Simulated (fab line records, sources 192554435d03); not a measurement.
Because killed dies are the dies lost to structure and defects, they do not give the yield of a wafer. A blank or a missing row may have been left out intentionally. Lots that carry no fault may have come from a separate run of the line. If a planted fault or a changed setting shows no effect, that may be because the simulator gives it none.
Struck lot and sound lot, side by side / flow n5-finfet / 17 steps out of a route of 1938
Sound: these wafers, L525.1, L525.2, L525.5. Wafers struck: L527.1, L527.3, L527.4. Last of all comes the cause.
For every step that has rows: the tool of each side, followed by ch and its chambers, followed by its first start. Under that, the readings that differ: sound wafers / struck wafers / difference of the means / sigmas: that difference in standard deviations of wafers without a fault.
alike: readings whose means differ by less than 2 such deviations, and words and numbers that are the same on both sides. not compared: withheld readings, readings that some wafer has no value for, bounds like >300 that may hide the same value, and numbers for which the record gives no deviation and whose values overlap.
The two part at a step that has a row with sigmas, a row that says differs or no value, or rows on one side only. When numbers do not overlap yet have no deviation, they are printed without sigmas and do not part them. A reading that every wafer of one side lacks parts them only if that side has two wafers or more.

N5_START_INSPECT_01: inspects for defects (unpatterned scan).
  sound on defect-inspect-01 at day 1 18:02; struck on defect-inspect-01 at day 2 06:02
  alike: raw-defect-count
then, 2 steps without rows for these wafers: N5_ZERO_LAYER_PRECLEAN_00 (cleans in SPM, time 600 s); N5_ZERO_LAYER_SRD_01 (time 30 s, dry time 30 s).
N5_ZERO_LAYER_PECVD_02: deposits SiO2 from SiH4/N2O, target thk 10 nm, time 6 s.
  sound on pecvd-04 ch 0,1,2, day 1 18:17; struck on pecvd-03 ch 0,1,2, day 2 06:17
  alike: heater-power-w, showerhead-plenum-p-Torr
then, 5 steps without rows for these wafers: N5_ZERO_LAYER_HMDS_04 (time 60 s); N5_ZERO_LAYER_COAT_05 (resist thk 1000 nm); N5_ZERO_LAYER_EBR_07; N5_ZERO_LAYER_SOFTBAKE_06 (time 90 s); N5_ZERO_LAYER_EXPOSE_08 (exposes mask ZERO, defocus 0 nm, target cd 2000 nm).
N5_ZERO_LAYER_PEB_09:
  sound on litho-track-01 ch 0, day 1 18:31; struck on litho-track-01 ch 0, day 2 06:39
then, 2 steps without rows for these wafers: N5_ZERO_LAYER_DEVELOP_10 (develop time 60 s); N5_ZERO_LAYER_HARDBAKE_23 (time 120 s).
N5_ZERO_LAYER_CD_MEAS_11: the cd target is 2000 nm.
  sound on cd-sem-02 ch 0, day 1 18:38; struck on cd-sem-03 ch 0, day 2 06:46
reading=cd-nm (nm); sound=2000.5 2000.6 2003.6; struck=1986.9 1983.0 1983.0; difference=-17.3; sigmas=-9
N5_ZERO_LAYER_DESCUM_16: chemistry O2, time 7.9 s.
  sound on rie-diel-04 ch 0,1, day 1 18:41; struck on rie-diel-03 ch 0,1, day 2 06:49
reading=model.ZERO_LAYER.cd-nm (nm); sound=2001 2001 2004; struck=1987 1983 1983; difference=-18; sigmas=
  alike: drypump-motor-current-A, o2-flow-sccm, oes-product-au, rf-vpp-V, showerhead-plenum-p-Torr, throttle-valve-pct
  not compared: rf-hours-counter-h
N5_ZERO_LAYER_ETCH_17: etches SiO2 in CF4, target depth 12 nm, time 13.3 s.
  sound on rie-diel-04 ch 0,1, day 1 18:43; struck on rie-diel-03 ch 0,1, day 2 06:50
  alike: drypump-motor-current-A, oes-product-au, rf-vpp-V, showerhead-plenum-p-Torr, throttle-valve-pct
  not compared: rf-hours-counter-h
N5_ZERO_LAYER_ETCH_18: etches Si in HBr/Cl2, target depth 120 nm, time 40 s.
  sound on rie-si-02 ch 1,3, day 1 18:47; struck on rie-si-02 ch 0,1, day 2 06:55
reading=model.ZERO_LAYER.cd-nm (nm); sound=2001 2001 2004; struck=1987 1983 1983; difference=-18; sigmas=
  alike: drypump-motor-current-A, oes-product-au, throttle-valve-pct
  not compared: rf-hours-counter-h
N5_ZERO_LAYER_STRIP_24: strips in O2.
  sound on plasma-asher-02 ch 0,1, day 1 18:53; struck on plasma-asher-02 ch 0,1, day 2 07:01
  alike: drypump-motor-current-A, heater-power-w, o2-flow-sccm, oes-product-au, strip-time-to-endpoint-s
  not compared: rf-hours-counter-h

## WHERE THEY PART
Only at N5_ZERO_LAYER_CD_MEAS_11, within this record. Later steps at which nothing parts them and some readings are alike: N5_ZERO_LAYER_DESCUM_16, N5_ZERO_LAYER_ETCH_17, N5_ZERO_LAYER_ETCH_18, N5_ZERO_LAYER_STRIP_24.

WHY: what the simulator had put in
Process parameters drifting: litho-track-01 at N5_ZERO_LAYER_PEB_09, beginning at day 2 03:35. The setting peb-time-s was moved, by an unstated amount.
